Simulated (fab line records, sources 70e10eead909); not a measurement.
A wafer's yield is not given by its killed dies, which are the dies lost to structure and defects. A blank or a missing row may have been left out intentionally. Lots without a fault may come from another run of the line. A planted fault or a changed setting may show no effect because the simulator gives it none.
Matching of chambers -- flow nand harc -- NHARC_P_M0_CMP_23 on cmp-01: 4 sister chambers
The step polishes, t overpolish 20 s, target thk 117.54 nm. 18 wafers are shown with their chamber, then 9 later ones without.

== WAFERS, EACH WITH ITS CHAMBER ==
wafer,chamber,time to endpoint s (s),motor current A (A)
L074.1,0,28,13.4
L074.2,2,36,12.6
L074.4,1,30,13.6
L079.3,3,26,12.0
L079.5,2,36,12.4
L079.6,3,24,12.1
L082.3,3,26,11.9
L082.4,0,31,13.2
L082.5,0,31,11.9
L082.1,2,37,12.6
L082.2,1,32,14.1
L082.6,3,27,12.1
L087.2,1,30,14.2
L087.3,2,34,12.6
L087.6,3,26,12.2
L089.3,2,37,12.4
L089.5,0,32,12.7
L089.6,1,33,13.6

SIGNATURES (averages over the wafers above)
reading,chamber 0,chamber 1,chamber 2,chamber 3,scatter within a chamber
time to endpoint s,30.50,31.25,36.00,25.80,1.38
motor current A,12.800,13.875,12.520,12.060,0.353
Rule: for a wafer and a chamber, the distance is found by dividing, reading by reading, the gap between the wafer's reading and the chamber's mean by the reading's scatter, squaring, summing and taking the root. The wafer belongs to the nearest chamber; if the next one is less than 2 further off, it can't be placed. The scatter: take each reading less its chamber's mean, square it, sum over the shown wafers, divide by the number of wafers less the number of chambers, and take the root.

== WAFERS WITHOUT THEIR CHAMBER ==
wafer,time to endpoint s (s),motor current A (A)
L088.3,31,14.2
L088.4,31,12.5
L088.6,30,13.1
L094.1,28,14.0
L094.3,25,13.0
L094.4,34,12.3
L095.3,27,12.4
L095.5,28,12.5
L095.6,27,13.2

== CHAMBER TAKEN BY EACH ==
wafer,from the rows above,in truth
L088.3,1,1
L088.4,0,0
L088.6,can't be placed: 0 or 1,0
L094.1,can't be placed: 1 or 0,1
L094.3,can't be placed: 3 or 0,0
L094.4,can't be placed: 2 or 0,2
L095.3,can't be placed: 3 or 0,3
L095.5,can't be placed: 0 or 3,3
L095.6,can't be placed: 0 or 3 or 1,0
Correctly placed: 2 of 9. Can't be placed from these rows: 7 (the true chamber is among the candidates in 7). Wrongly placed: 0.
